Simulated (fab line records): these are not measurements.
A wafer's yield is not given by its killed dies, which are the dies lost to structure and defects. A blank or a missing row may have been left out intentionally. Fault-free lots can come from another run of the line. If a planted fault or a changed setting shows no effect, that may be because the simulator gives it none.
A single fault, viewed from 2 desks | flow n5-finfet | numbers are kept per desk, each desk with only its own; the story behind them comes last

== AT THE METROLOGY DESK ==
Lot by lot, what the gauges showed, no matter which tool ran the lot: averages of those sampled wafers that carry a number. A lot is out of limits, marked OUT, if its mean lies more than 4 standard deviations from the usual mean; the brackets give that distance. Readings shown: 7 of its 11, picked as those furthest out on some lot.
Columns: A = M2_OVL at N5_BEOL_M2_OVL_MEAS_12, usual 0.2 nm; B = DIBL_N at N5_BEOL_M4_RC_MEAS_101, usual 35.9 mV/V; C = DIBL_P at N5_BEOL_M4_RC_MEAS_101, usual 35.6 mV/V; D = ION_N at N5_BEOL_M4_RC_MEAS_101, usual 671 uA/um; E = ION_P at N5_BEOL_M4_RC_MEAS_101, usual 460 uA/um; F = SS_N at N5_BEOL_M4_RC_MEAS_101, usual 71.4 mV/dec; G = VT_P at N5_BEOL_M4_RC_MEAS_101, usual -251 mV
lot  | first seen here | A    | B    | C    | D   | E   | F    | G
L939 | day 6 19:01     | 0.1  | 35.7 | 35.3 | 669 | 459 | 71.0 | -250
L941 | day 7 09:23     | 0.3  | 35.1 | 35.9 | 668 | 453 | 71.3 | -256
L942 | day 7 17:41     | 0.4  | 33.6 | 34.2 | 667 | 457 | 71.0 | -253
L943 | day 8 00:23     | 0.7  | 35.5 | 33.2 | 670 | 458 | 71.0 | -252
L944 | day 8 01:29     | -0.4 | 36.2 | 37.0 | 664 | 452 | 71.6 | -255
L946 | day 8 17:17     | 0.7  | 36.2 | 38.5 | 687 | 475 | 71.1 | -247
L954 | day 10 14:56    | 0.9  | 35.9 | 33.9 | 662 | 458 | 71.4 | -254
L955 | day 10 21:17    | 0.3  | 36.5 | 35.4 | 658 | 454 | 72.1 | -256
L957 | day 11 10:52    | 0.7  | 34.9 | 34.0 | 658 | 456 | 71.4 | -250
L958 | day 11 11:36    | 0.1  | 35.2 | 34.5 | 662 | 457 | 71.5 | -249
This desk found nothing out of limits on any of the 10 lots.

== THE TOOL OWNER'S DESK: rie-diel-02 ==
The tool's own readings at N5_BEOL_M2_ETCH_70 (etches SOC in N2/H2, target depth 80 nm, overetch 24 nm, time 130 s): means of the sampled wafers that have a number, for each lot that ran on this tool. A lot is out of limits, marked OUT, if its mean lies more than 4 standard deviations from the usual mean; the brackets give that distance.
Columns: A = drypump-motor-current-A at N5_BEOL_M2_ETCH_70, usual 5.7 A; B = oes-product-au at N5_BEOL_M2_ETCH_70, usual 0.57 a.u.; C = rf-vpp-V at N5_BEOL_M2_ETCH_70, usual 525.1 V; D = run-length-s at N5_BEOL_M2_ETCH_70, usual 153.4 s; E = showerhead-plenum-p-Torr at N5_BEOL_M2_ETCH_70, usual 2.58 Torr; F = throttle-valve-pct at N5_BEOL_M2_ETCH_70, usual 17.88 %
lot  | first seen here | A   | B    | C     | D                | E    | F
L943 | day 8 07:37     | 6.4 | 0.56 | 524.1 | 152.8            | 2.58 | 17.80
L946 | day 8 19:25     | 5.8 | 0.54 | 523.1 | 153.3            | 2.53 | 18.01
L954 | day 10 16:15    | 6.4 | 0.59 | 525.7 | 147.4 (-12) OUT  | 2.60 | 17.87
L955 | day 11 05:41    | 6.4 | 0.58 | 524.6 | 147.3 (-12) OUT  | 2.60 | 17.88
L957 | day 11 16:05    | 5.6 | 0.56 | 524.9 | 149.8 (-7.3) OUT | 2.57 | 18.12
Finding of this desk: L954, L955, L957 out of limits; the first was L954 at day 10 16:15, on run-length-s at N5_BEOL_M2_ETCH_70. L943, L946: within limits.

== BROUGHT TOGETHER ==
An alarm could have come from the tool owner's desk at day 10 16:15, on L954, L955, L957.
The metrology desk saw nothing out of limits.
The metrology desk has L954, L955, L957 on record, within its limits.
Every lot named ran N5_BEOL_M2_ETCH_70 on rie-diel-02.

== WHAT THE SIMULATOR HAD INSERTED ==
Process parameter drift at N5_BEOL_M2_ETCH_70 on rie-diel-02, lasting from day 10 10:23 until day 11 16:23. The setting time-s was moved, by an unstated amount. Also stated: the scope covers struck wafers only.
Struck lots among those shown: L954, L955, L957.
Each desk's first reading out of limits, in hours after the fault started: the tool owner's desk, 6.
